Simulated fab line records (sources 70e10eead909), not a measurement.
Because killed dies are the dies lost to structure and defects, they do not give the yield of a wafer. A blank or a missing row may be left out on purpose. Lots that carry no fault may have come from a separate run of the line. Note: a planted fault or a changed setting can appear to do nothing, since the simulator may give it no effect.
fab line records    flow nand_harc
record: lots: 6  wafers: 18  last_day: 33
route steps=1302 shown A_CONTACT@1022 END@1302
lots with no fault: from the same line, run without faults
start_h: hours from the record's opening day to when the first of the lot's shown wafers began    wait_h: hours since the lot's step before    " identical to the entry in the row above    L1.1+2: a single row standing in for several wafers    - no value present, or no start provided    * or withheld: withheld    < > ~ a bound
route shown NAME@n: names a module that has steps shown in the file, with the first one's number in the route    usual: the fault-free wafers' mean and standard deviation    same: alike in all rows    chamber/n: place in a boat    sites: per-site readings    _std_site: standard deviation across them    _edge_site: mean of outer sites minus mean of inner sites    radius_mm: how far each site lies from the wafer's centre    mask NAME#n: copy n    behind: the tool/chamber that last shaped the wafer    hold: what put the lot on hold/how long, in hours/how the hold closed    device: names the non-switching transistor (n, p or np)    end of line: tests run on the same wafers once the route is complete    step lacking rows: just its recipe    killed: count of dies lost to structure and defects at first sort (not the wafer's yield)    map: shows each die of a wafer: x if killed, . if not, _ if none is there
set.NAME: the setting the step ran with; set.NAME@STEP: the setting that earlier step ran with    model.NAME: the simulator's own value behind a step, which no gauge read
a table for each step, a row for each wafer; lots at some steps of the route
services: from which hour (start_h, from the record's first day; less than 0 if before it) a tool's chamber was out of use, for how many hours, and why
== steps ==
step: NHARC_A_CONTACT_STRIP_100
recipe: cf4_flow_sccm: 100  chf3_flow_sccm: 30  ar_flow_sccm: 0  bias_w: 0  chemistry: CF4/CHF3
step: NHARC_A_CONTACT_STRIP_101
recipe: o2_flow_sccm: 400  cos_flow_sccm: 20  ar_flow_sccm: 0  bias_w: 0  chemistry: O2/COS
step: NHARC_A_CONTACT_ETCH_102
recipe: target_depth_a: 1000  overetch_a: 100  time_s: 55  ion_energy_ev: 100  cf4_flow_sccm: 80  o2_flow_sccm: 20  ar_flow_sccm: 0  rf_w: 300  bias_w: 100  chemistry: CF4/O2
usual: drypump_motor_current_A: 5.8/0.34  o2_flow_sccm: 19.99/0.053  oes_product_au: 0.999/0.0069  rf_vpp_V: 198.0/1.7  showerhead_plenum_p_Torr: 1.34/0.076  throttle_valve_pct: 13.397/0.0082
lot.wafer  tool         chamber  start_h  wait_h  drypump_motor_current_A  o2_flow_sccm  oes_product_au  rf_hours_counter_h  rf_vpp_V  showerhead_plenum_p_Torr  throttle_valve_pct
L815.4     rie_diel-07  1        476.98   0.1     5.8                      19.96         1.002           3                   198.5     1.33                      13.398
L815.6     "            0        "        "       5.9                      20.03         0.996           -                   199.7     1.45                      13.395
L815.5     "            1        "        "       5.8                      19.97         0.989           -                   197.7     1.33                      13.410
L816.4     rie_diel-05  2        489.18   0.1     6.1                      19.95         0.993           28                  196.0     1.24                      13.386
L816.2     "            3        "        "       5.2                      20.02         1.006           33                  199.7     1.41                      13.409
L816.6     "            1        "        "       5.4                      19.96         1.011           -                   197.5     1.36                      13.402
L821.3     rie_diel-03  1        554.04   0.1     5.9                      19.98         0.999           34                  195.3     1.26                      13.406
L821.2     "            3        "        "       6.1                      19.89         0.990           35                  199.9     1.44                      13.393
L821.5     "            1        "        "       5.9                      20.04         1.002           -                   196.4     1.26                      13.393
L825.3     rie_diel-07  1        571.52   0.0     5.9                      20.00         1.005           21                  198.1     1.33                      13.394
L825.1     "            0        "        "       5.9                      20.04         1.012           24                  201.1     1.44                      13.402
L825.5     "            2        "        "       6.0                      20.00         1.011           -                   198.0     1.31                      13.394
L830.3     rie_diel-03  3        625.70   0.1     6.1                      20.08         1.008           1                   201.5     1.43                      13.381
L830.4     "            0        "        "       5.2                      19.90         0.998           2                   197.3     1.27                      13.389
L830.6     "            0        "        "       5.2                      19.91         0.999           -                   197.7     1.27                      13.402
L833.3     rie_diel-07  3        645.59   0.1     5.6                      20.02         0.999           3                   195.9     1.24                      13.386
L833.4     "            0        "        "       5.9                      19.93         1.000           3                   200.3     1.44                      13.403
L833.1     "            2        "        "       6.0                      20.00         0.991           3                   197.4     1.30                      13.395
step: NHARC_A_CONTACT_STRIP_55
recipe: o2_flow_sccm: 500  ar_flow_sccm: 0  bias_w: 0  chemistry: O2
usual: drypump_motor_current_A: 5.8/0.33  o2_flow_sccm: 500.1/1.5  oes_product_au: 0.999/0.0071  rf_vpp_V: 57.8/0.88  showerhead_plenum_p_Torr: 3.55/0.19  throttle_valve_pct: 17.037/0.0087
lot.wafer  tool         chamber  start_h  wait_h  drypump_motor_current_A  o2_flow_sccm  oes_product_au  rf_hours_counter_h  rf_vpp_V  showerhead_plenum_p_Torr  throttle_valve_pct
L815.4     rie_diel-07  0        -        -       6.0                      501.0         1.005           4                   58.5      3.81                      17.047
L815.5     "            3        "        "       5.5                      501.9         1.006           -                   56.5      3.30                      17.038
L815.6     "            0        "        "       6.0                      500.8         1.004           -                   57.9      3.81                      17.049
L816.4     rie_diel-05  1        -        -       5.4                      500.0         1.002           27                  58.1      3.58                      17.051
L816.2     "            2        "        "       6.1                      499.6         0.993           29                  56.2      3.28                      17.053
L816.6     "            2        "        "       6.1                      500.1         0.995           -                   57.5      3.28                      17.042
L821.2     rie_diel-03  1        -        -       5.9                      501.2         1.004           34                  57.9      3.34                      17.035
L821.3     "            3        "        "       6.1                      500.6         1.011           35                  57.6      3.79                      17.040
L821.5     "            2        "        "       5.0                      500.6         1.014           -                   58.6      3.71                      17.040
L825.1     rie_diel-07  0        -        -       5.9                      499.2         1.010           24                  57.5      3.79                      17.020
L825.3     "            2        "        "       6.1                      500.4         1.007           21                  57.7      3.46                      17.042
L825.5     "            1        "        "       5.9                      502.1         0.994           -                   56.6      3.51                      17.040
L830.3     rie_diel-03  0        -        -       5.2                      498.7         0.992           2                   57.3      3.37                      17.049
L830.4     "            1        "        "       5.9                      499.7         0.992           2                   57.2      3.33                      17.034
L830.6     "            0        "        "       5.2                      499.3         0.986           -                   58.0      3.37                      17.032
L833.4     rie_diel-07  3        -        -       5.6                      497.0         0.999           3                   55.9      3.29                      17.026
L833.3     "            0        "        "       5.9                      499.1         0.989           3                   58.2      3.79                      17.046
L833.1     "            2        "        "       6.0                      500.6         0.995           3                   56.9      3.45                      17.038
step: NHARC_A_CONTACT_STRIP_56
recipe: time_s: 600  temp_c: 30  chemistry: post_etch_residue_remover
step: NHARC_A_CONTACT_DEP_57
recipe: target_thk_a: 53000  temp_c: 400  material: aC
usual: throttle_valve_pct: 35.000/0.0082
lot.wafer  tool        chamber  start_h  wait_h  throttle_valve_pct
L815.4     acl_dep-03  0        481.20   -       34.994
L815.5     "           0        "        "       35.015
L815.6     "           0        "        "       34.998
L816.2     acl_dep-01  0        491.67   -       35.011
L816.4     "           0        492.75   -       35.000
L816.6     "           0        493.83   -       34.989
L821.2     acl_dep-02  0        555.23   -       34.998
L821.3     "           0        "        "       35.007
L821.5     "           0        556.84   -       34.989
L825.1     acl_dep-02  0        574.43   -       35.003
L825.3     "           0        575.49   -       35.011
L825.5     "           0        576.55   -       35.014
L830.3     acl_dep-01  0        628.45   -       34.996
L830.4     "           0        "        "       34.999
L830.6     "           0        630.08   -       35.004
L833.1     acl_dep-02  0        646.26   -       35.003
L833.3     "           0        647.34   -       35.001
L833.4     "           0        "        "       35.003
step: NHARC_A_CONTACT_DEP_58
recipe: target_thk_a: 900  target_thk_nm: 90  temp_c: 400  pressure_torr: 3.5  flow_sccm: 200  rf_w: 350  material: SiON
usual: heater_power_w: 763/100
lot.wafer  tool      chamber  start_h  wait_h  heater_power_w
L815.5     pecvd-04  2        482.89   0.6     846
L815.4     "         0        "        "       721
L815.6     "         1        "        "       678
L816.2     pecvd-03  0        494.39   2.2     689
L816.4     "         0        "        "       680
L816.6     "         1        "        "       641
L821.2     pecvd-04  2        557.96   2.2     831
L821.3     "         0        "        "       743
L821.5     "         0        "        "       745
L825.1     pecvd-04  0        577.69   2.7     692
L825.3     "         1        "        "       778
L825.5     "         2        "        "       826
L830.3     pecvd-03  0        630.67   1.7     726
L830.6     "         0        "        "       715
L830.4     "         1        "        "       665
L833.3     pecvd-03  0        649.55   1.7     729
L833.1     "         1        "        "       681
L833.4     "         0        "        "       737
step: NHARC_A_CONTACT_DEHYDRATE_59
recipe: temp_c: 150  time_s: 120
step: NHARC_A_CONTACT_HMDS_60
recipe: time_s: 30
step: NHARC_A_CONTACT_COAT_61
recipe: temp_c: 260  time_s: 75
step: NHARC_A_CONTACT_COAT_62
recipe: temp_c: 225  time_s: 65
step: NHARC_A_CONTACT_COAT_63
recipe: spin_rpm: 1500  resist_thk_nm: 90
step: NHARC_A_CONTACT_SOFTBAKE_64
recipe: temp_c: 105  time_s: 55
usual: heater_power_total_W: 188.43/0.12
lot.wafer  tool            chamber  start_h  wait_h  heater_power_total_W
L815.4     litho_track-04  0        483      -       188.37
L815.5     "               0        "        "       188.51
L815.6     "               0        "        "       188.40
L816.2     litho_track-06  0        494      -       188.47
L816.4     "               0        "        "       188.34
L816.6     "               0        "        "       188.28
L821.2     litho_track-06  0        558      -       195.82
L821.3     "               0        "        "       195.79
L821.5     "               0        "        "       195.69
L825.1     litho_track-06  0        577      -       195.89
L825.3     "               0        "        "       195.72
L825.5     "               0        "        "       195.84
L830.3     litho_track-04  0        630      -       188.58
L830.4     "               0        "        "       188.37
L830.6     "               0        "        "       188.44
L833.1     litho_track-04  0        649      -       188.34
L833.3     "               0        "        "       188.26
L833.4     "               0        "        "       188.28
step: NHARC_A_CONTACT_EBR_65
step: NHARC_END_SORT_01
recipe: temp_c: 25
usual: killed_at_array: 47/14  killed_at_other: 0.5/0.72  killed_at_periphery: 4/3.1  killed_dies: 52/15  killed_open: 3.2/1.9  killed_short: 2.4/1.7
same: gross_dies: 677
lot.wafer  tool       chamber  start_h  wait_h  killed_at_array  killed_at_other  killed_at_periphery  killed_dies  killed_open  killed_short
L815.4     prober-01  0        541.66   3.4     60               1                3                    64           1            6
L815.5     prober-01  0        542.45   3.7     50               0                8                    58           1            3
L815.6     prober-01  0        543.24   4.0     74               0                9                    83           5            5
L816.2     prober-02  0        560.73   2.8     17               1                5                    23           7            4
L816.4     prober-02  0        562.31   3.4     19               0                5                    24           6            1
L816.6     prober-02  0        563.89   4.0     16               0                6                    22           4            1
L821.2     prober-01  0        621.37   2.8     68               3                3                    74           4            9
L821.3     prober-01  0        622.17   3.1     73               2                3                    78           3            1
L821.5     prober-01  0        623.76   3.7     77               2                2                    81           3            4
L825.1     prober-01  0        758.70   2.5     36               0                3                    39           2            3
L825.3     prober-01  0        760.29   3.1     23               1                4                    28           1            2
L825.5     prober-01  0        761.89   3.7     42               2                7                    51           2            4
L830.3     prober-02  0        770.45   3.1     47               0                1                    48           2            0
L830.4     prober-02  0        771.24   3.4     48               0                2                    50           1            0
L830.6     prober-02  0        772.82   4.0     69               0                1                    70           4            7
L833.1     prober-01  0        782.00   2.5     36               2                11                   49           4            0
L833.3     prober-01  0        783.62   3.1     62               1                3                    66           3            2
L833.4     prober-01  0        784.43   3.4     31               0                4                    35           2            3
killed by level:class
L815.4 A_CHANNEL_HOLE_D1:chamber_film_flake=30 A_CHANNEL_HOLE_D2:chamber_film_flake=18 A_CONTACT:chamber_film_flake=3 P_M0:chamber_film_flake=2 A_STAIRCASE:chamber_film_flake=2 A_ONON_D1:geometric_particle:open=1 A_CHANNEL_FILL_D1:geometric_particle:short=1 A_DECK1_JOINT:geometric_particle:short=1
L815.5 A_CHANNEL_HOLE_D1:chamber_film_flake=21 A_CHANNEL_HOLE_D2:chamber_film_flake=16 A_STAIRCASE:chamber_film_flake=7 A_CONTACT:chamber_film_flake=3 A_CHANNEL_FILL_D1:geometric_particle:short=2 P_STI:chamber_film_flake=2 P_M0:chamber_film_flake=2 P_GATE:geometric_particle:open=1
L815.6 A_CHANNEL_HOLE_D1:chamber_film_flake=31 A_CHANNEL_HOLE_D2:chamber_film_flake=29 P_M0:chamber_film_flake=5 A_STAIRCASE:chamber_film_flake=3 P_GATE:chamber_film_flake=2 P_M2:geometric_particle:open=1 A_ONON_D1:geometric_particle:short=1 A_CHANNEL_FILL_D1:geometric_particle:open=1
L816.2 P_STI:chamber_film_flake=3 A_CHANNEL_HOLE_D2:chamber_film_flake=3 A_SGD_CUT:geometric_particle:open=2 A_CHANNEL_HOLE_D1:chamber_film_flake=2 P_GATE:geometric_particle:short=1 A_ONON_D1:geometric_particle:short=1 A_DECK1_JOINT:geometric_particle:open=1 A_CHANNEL_HOLE_D2:geometric_particle:short=1
L816.4 A_CONTACT:chamber_film_flake=4 A_CHANNEL_HOLE_D2:chamber_film_flake=3 P_M0:geometric_particle:open=2 A_CHANNEL_HOLE_D1:chamber_film_flake=2 A_STAIRCASE:chamber_film_flake=2 P_M1:geometric_particle:open=1 A_ONON_D1:geometric_particle:open=1 A_ONON_D2:geometric_particle:open=1
L816.6 A_CHANNEL_HOLE_D2:chamber_film_flake=5 A_CHANNEL_HOLE_D1:chamber_film_flake=3 P_STI:chamber_film_flake=2 P_GATE:chamber_film_flake=2 A_CONTACT:chamber_film_flake=2 P_GATE:geometric_particle:open=1 A_ONON_D1:geometric_particle:open=1 A_CHANNEL_FILL_D1:geometric_particle:open=1
L821.2 A_CHANNEL_HOLE_D1:chamber_film_flake=34 A_SLIT:chamber_film_flake=16 A_CONTACT:chamber_film_flake=4 A_CHANNEL_FILL_D2:geometric_particle:short=3 THIN_TSV:chamber_film_flake=3 A_ONON_D2:geometric_particle:short=2 P_M0:geometric_particle:short=1 P_M1:geometric_particle:short=1
L821.3 A_CHANNEL_HOLE_D1:chamber_film_flake=29 A_SLIT:chamber_film_flake=25 A_CHANNEL_HOLE_D2:chamber_film_flake=8 A_M1:chamber_film_flake=4 A_CONTACT:chamber_film_flake=3 P_ZERO_WELL:chamber_film_flake=2 THIN_TSV:chamber_film_flake=2 A_DECK1_JOINT:geometric_particle:open=1
L821.5 A_CHANNEL_HOLE_D1:chamber_film_flake=34 A_SLIT:chamber_film_flake=24 A_CHANNEL_HOLE_D2:chamber_film_flake=8 A_CHANNEL_FILL_D2:geometric_particle:short=2 P_M2:chamber_film_flake=2 A_WL_FILL:chamber_film_flake=2 THIN_TSV:chamber_film_flake=2 A_SOURCE_PLATE:geometric_particle:open=1
L825.1 A_SLIT:chamber_film_flake=11 A_CONTACT:chamber_film_flake=6 A_CHANNEL_HOLE_D1:chamber_film_flake=5 A_CHANNEL_HOLE_D2:chamber_film_flake=4 P_CONTACT:chamber_film_flake=3 A_DECK1_JOINT:chamber_film_flake=2 A_STAIRCASE:chamber_film_flake=2 A_CHANNEL_HOLE_D1:geometric_particle:open=1
L825.3 A_SLIT:chamber_film_flake=9 A_CHANNEL_HOLE_D2:chamber_film_flake=5 A_CHANNEL_HOLE_D1:chamber_film_flake=3 P_ZERO_WELL:chamber_film_flake=2 A_CONTACT:chamber_film_flake=2 A_ONON_D2:geometric_particle:short=1 A_ONON_D2:geometric_particle:open=1 A_CHANNEL_FILL_D2:geometric_particle:short=1
L825.5 A_CHANNEL_HOLE_D2:chamber_film_flake=13 A_SLIT:chamber_film_flake=12 A_CHANNEL_HOLE_D1:chamber_film_flake=7 P_CONTACT:chamber_film_flake=3 A_CONTACT:chamber_film_flake=3 A_ONON_D2:geometric_particle:open=2 P_ZERO_WELL:chamber_film_flake=2 A_ZERO_WELL:chamber_film_flake=2
L830.3 A_SLIT:chamber_film_flake=23 A_CHANNEL_HOLE_D2:chamber_film_flake=8 A_CONTACT:chamber_film_flake=7 A_CHANNEL_HOLE_D1:chamber_film_flake=5 A_STAIRCASE:chamber_film_flake=2 A_SOURCE_PLATE:geometric_particle:open=1 A_ONON_D2:geometric_particle:open=1 P_GATE:chamber_film_flake=1
L830.4 A_CHANNEL_HOLE_D2:chamber_film_flake=23 A_SLIT:chamber_film_flake=12 A_CONTACT:chamber_film_flake=6 A_CHANNEL_HOLE_D1:chamber_film_flake=3 A_M0:geometric_particle:open=1 P_STI:chamber_film_flake=1 P_GATE:chamber_film_flake=1 A_CHANNEL_FILL_D1:chamber_film_flake=1
L830.6 A_CHANNEL_HOLE_D2:chamber_film_flake=27 A_SLIT:chamber_film_flake=10 A_CONTACT:chamber_film_flake=10 A_CHANNEL_HOLE_D1:chamber_film_flake=5 A_M0:chamber_film_flake=3 A_DECK1_JOINT:geometric_particle:short=2 A_ONON_D2:geometric_particle:open=2 A_WL_FILL:geometric_particle:short=2
L833.1 A_SLIT:chamber_film_flake=10 A_CHANNEL_HOLE_D1:chamber_film_flake=9 A_CHANNEL_HOLE_D2:chamber_film_flake=9 P_M2:chamber_film_flake=5 A_CONTACT:chamber_film_flake=4 P_GATE:chamber_film_flake=3 P_M0:geometric_particle:open=2 A_STAIRCASE:chamber_film_flake=2
L833.3 A_SLIT:chamber_film_flake=20 A_CHANNEL_HOLE_D2:chamber_film_flake=16 A_CHANNEL_HOLE_D1:chamber_film_flake=10 A_CONTACT:chamber_film_flake=8 A_ONON_D2:geometric_particle:open=1 A_ONON_D2:geometric_particle:short=1 A_WL_FILL:geometric_particle:open=1 A_WL_FILL:geometric_particle:short=1
L833.4 A_SLIT:chamber_film_flake=11 A_CHANNEL_HOLE_D2:chamber_film_flake=5 A_CHANNEL_HOLE_D1:chamber_film_flake=4 A_CONTACT:chamber_film_flake=3 A_WL_FILL:geometric_particle:short=2 P_M2:chamber_film_flake=2 A_STAIRCASE:chamber_film_flake=2 A_BLC:chamber_film_flake=2
== services ==
tool            chamber  start_h  hours  kind
rie_diel-07     0        456.44   -      clean
rie_diel-07     0        456.44   -      consumable_replace:showerhead
rie_diel-07     1        456.44   -      clean
rie_diel-07     2        456.44   -      clean
rie_diel-07     3        456.44   -      clean
acl_dep-03      -        457.84   13.0   pm
rie_diel-07     0        480.94   -      clean
rie_diel-07     1        480.94   -      clean
rie_diel-07     2        480.94   -      clean
litho_track-06  -        505.00   7.0    pm
acl_dep-01      -        505.47   1.0    repair
pecvd-03        -        523.28   13.0   pm
litho_track-04  -        529.00   7.0    pm
acl_dep-01      -        529.93   13.0   pm
rie_diel-05     3        534.63   5.9    repair
rie_diel-05     -        559.63   9.0    pm
acl_dep-02      -        582.57   13.0   pm
pecvd-04        -        595.98   1.0    repair
pecvd-04        -        607.23   13.0   pm
rie_diel-03     3        607.91   3.9    repair
rie_diel-03     -        611.37   9.0    pm
rie_diel-07     -        624.44   9.0    pm
acl_dep-03      -        639.23   13.0   pm
rie_diel-05     3        649.29   4.2    repair
== key ==
first_sign: step: NHARC_A_CONTACT_SOFTBAKE_64  reading: heater_power_total_W  direction: up  sigmas: 60  usual: *  struck: *
effect none on later readings
met_at NHARC_A_CONTACT_SOFTBAKE_64
struck_wafers L821.2,L821.3,L821.5,L825.1,L825.3,L825.5
tester_left_out L821,L825
onset_between 494 558
fault: kind: process_parameter_drift  tool: litho_track-06  chamber: -  onset_h: 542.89  steps: NHARC_A_CONTACT_SOFTBAKE_64  channel: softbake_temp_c  offset: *  shape: step  end_h: 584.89  acts_in: *  stated: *
tester_left_out: of these lots the tester's yield and bins aren't shown, on N5 and GAA mostly nor the transistor test; their killed dies are dies lost to structure and defects alone, not to doping, threshold or leakage, so they don't give the yield
